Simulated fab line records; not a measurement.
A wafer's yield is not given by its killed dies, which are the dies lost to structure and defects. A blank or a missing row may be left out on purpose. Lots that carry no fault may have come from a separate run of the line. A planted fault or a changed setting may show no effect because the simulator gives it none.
Matching of chambers	flow nand-harc	NHARC_A_STAIRCASE_CMP_472 on cmp-03 has 4 sister chambers
The step polishes SiO2. 8 wafers are shown with their chamber, then 8 later ones without.

## WAFERS WITH THEIR CHAMBER
wafer	chamber	motor-current-A (A)
L083.1	0	10.5
L083.2	3	12.8
L086.2	0	10.6
L086.3	3	12.4
L091.5	1	10.7
L090.5	1	11.1
L090.6	2	10.9
L089.1	2	11.0

## WAFERS WITH NO CHAMBER GIVEN
wafer	motor-current-A (A)
L089.3	10.6
L089.6	10.6
L092.2	11.0
L092.5	10.3
L092.6	13.0
L094.3	12.7
L094.4	11.5
L094.6	10.5

## WHICH CHAMBER EACH WENT THROUGH
wafer	from the rows above	in truth
L089.3	can't be placed: 0 or 1 or 2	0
L089.6	can't be placed: 0 or 1 or 2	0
L092.2	can't be placed: 2 or 1 or 0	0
L092.5	can't be placed: 0 or 1 or 2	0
L092.6	3	3
L094.3	3	3
L094.4	can't be placed: 2 or 1 or 0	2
L094.6	can't be placed: 0 or 1 or 2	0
Correctly placed: 2 of 8. From these rows, 6 cannot be placed; in 6 the true chamber is one of the candidates. Placed wrongly: 0.
How it was worked out, from the rows above alone: a wafer's distance from a chamber is the root of the sum, over the readings, of the square of ((its reading less the chamber's mean) divided by the reading's scatter). The wafer belongs to the nearest chamber; if the next one is less than 2 further off, it can't be placed. A chamber's mean is the mean of its shown wafers. The scatter: take each reading less its chamber's mean, square it, sum over the shown wafers, divide by the number of wafers less the number of chambers, and take the root.
